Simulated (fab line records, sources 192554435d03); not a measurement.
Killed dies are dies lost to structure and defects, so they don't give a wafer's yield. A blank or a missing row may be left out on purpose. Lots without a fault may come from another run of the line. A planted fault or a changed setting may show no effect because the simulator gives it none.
One fault seen from 3 desks | flow n5_finfet | each desk has only its own numbers; what lay behind them comes last

THE TOOL OWNER'S DESK: rie_diel-06
The tool's own readings at N5_DUMMY_GATE_ETCH_29 (etches underlayer in N2/H2, target depth 13 nm): means of the sampled wafers that have a number, for each lot that ran on this tool. A lot is out of limits, marked OUT, if its mean lies more than 4 standard deviations from the usual mean; the brackets give that distance. Of its 8 readings 7 are shown: the one that was out of limits first, and those that lie furthest out on some lot.
Columns: A = chamber_pressure_mTorr at N5_DUMMY_GATE_ETCH_29, usual 29.999 mTorr; B = drypump_motor_current_A at N5_DUMMY_GATE_ETCH_29, usual 5.9 A; C = oes_product_au at N5_DUMMY_GATE_ETCH_29, usual 0.79 a.u.; D = rf_fwd_power_W at N5_DUMMY_GATE_ETCH_29, usual 831.1 W; E = rf_vpp_V at N5_DUMMY_GATE_ETCH_29, usual 524.4 V; F = showerhead_plenum_p_Torr at N5_DUMMY_GATE_ETCH_29, usual 2.56 Torr; G = throttle_valve_pct at N5_DUMMY_GATE_ETCH_29, usual 17.8 %
lot  | first seen here | A      | B   | C    | D                | E               | F    | G
L419 | day 4 09:08     | 29.975 | 5.7 | 0.78 | 829.7            | 524.6           | 2.56 | 18.1
L422 | day 5 04:07     | 30.009 | 5.6 | 0.77 | 833.3            | 524.4           | 2.56 | 18.1
L425 | day 6 02:01     | 30.015 | 5.9 | 0.98 | 1031.1 (+71) OUT | 489.3 (-17) OUT | 2.63 | 17.8
L426 | day 6 10:14     | 29.981 | 5.6 | 0.93 | 1032.3 (+72) OUT | 489.5 (-17) OUT | 2.62 | 17.9
L427 | day 6 13:31     | 30.005 | 5.6 | 0.93 | 1030.5 (+71) OUT | 489.1 (-17) OUT | 2.62 | 17.9
This desk's finding: out of limits on L425, L426, L427; first on L425, day 6 02:01 (rf_fwd_power_W at N5_DUMMY_GATE_ETCH_29). In limits: L419, L422.

THE DEFECT DESK
What the inspections along the route counted, lot by lot: means of the sampled wafers that have a number. A lot is out of limits, marked OUT, if its mean lies more than 4 standard deviations from the usual mean; the brackets give that distance.
Columns: A = raw_defect_count at N5_DUMMY_GATE_INSPECT_17, usual 202
lot  | first seen here | A
L419 | day 4 08:53     | 167
L422 | day 5 04:01     | 208
L424 | day 5 19:33     | 304
L425 | day 6 01:56     | 198
L426 | day 6 09:37     | 181
L427 | day 6 13:25     | 210
L428 | day 7 00:36     | 171
L431 | day 7 16:07     | 185
L432 | day 7 18:00     | 266
L434 | day 8 04:55     | 162
This desk's finding: nothing out of limits on any of the 10 lots.

THE METROLOGY DESK
What the gauges read, lot by lot, whatever tool the lot ran on: means of the sampled wafers that have a number. A lot is out of limits, marked OUT, if its mean lies more than 4 standard deviations from the usual mean; the brackets give that distance. Of its 11 readings 7 are shown: those that lie furthest out on some lot.
Columns: A = DIBL_N at N5_BEOL_M4_RC_MEAS_101, usual 36.1 mV/V; B = DIBL_P at N5_BEOL_M4_RC_MEAS_101, usual 36.3 mV/V; C = IOFF_N at N5_BEOL_M4_RC_MEAS_101, usual 0.15 nA/um; D = IOFF_P at N5_BEOL_M4_RC_MEAS_101, usual 0.21 nA/um; E = SS_N at N5_BEOL_M4_RC_MEAS_101, usual 71.5 mV/dec; F = SS_P at N5_BEOL_M4_RC_MEAS_101, usual 73.2 mV/dec; G = VT_N at N5_BEOL_M4_RC_MEAS_101, usual 251 mV
lot  | first seen here | A    | B    | C    | D    | E    | F    | G
L419 | day 4 08:48     | 38.4 | 39.0 | 0.18 | 0.21 | 72.7 | 73.7 | 249
L422 | day 5 03:55     | 35.9 | 34.9 | 0.14 | 0.24 | 71.6 | 72.8 | 252
L424 | day 5 19:27     | 37.8 | 38.8 | 0.20 | 0.27 | 72.3 | 74.0 | 246
L425 | day 6 01:50     | 36.9 | 36.5 | 0.18 | 0.23 | 71.6 | 73.2 | 248
L426 | day 6 09:32     | 36.3 | 37.0 | 0.17 | 0.24 | 71.2 | 74.1 | 248
L427 | day 6 13:20     | 35.9 | 35.8 | 0.15 | 0.21 | 71.1 | 72.7 | 251
L428 | day 7 00:30     | 36.4 | 36.3 | 0.17 | 0.24 | 71.4 | 72.8 | 248
L431 | day 7 16:01     | 41.1 | 42.0 | 0.23 | 0.29 | 72.7 | 74.8 | 246
L432 | day 7 17:54     | 36.8 | 38.0 | 0.16 | 0.20 | 71.8 | 73.3 | 250
L434 | day 8 04:49     | 34.6 | 34.5 | 0.14 | 0.20 | 71.4 | 72.6 | 253
This desk's finding: nothing out of limits on any of the 10 lots.

PUT TOGETHER
The tool owner's desk could have raised an alarm at day 6 02:01, on L425, L426, L427.
The defect desk saw nothing out of limits.
The metrology desk saw nothing out of limits.
The defect desk has L425, L426, L427 on record, within its limits.
The metrology desk has L425, L426, L427 on record, within its limits.
Of the lots named, all ran N5_DUMMY_GATE_ETCH_29 on rie_diel-06.

WHAT THE SIMULATOR HAD PUT IN
Process parameter drift: rie_diel-06, from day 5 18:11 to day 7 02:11, at N5_DUMMY_GATE_ETCH_29. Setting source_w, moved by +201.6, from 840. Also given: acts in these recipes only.
Lots struck among those shown: L425, L426, L427.
Hours from the fault's start to each desk's first reading out of limits: the tool owner's desk, 8.
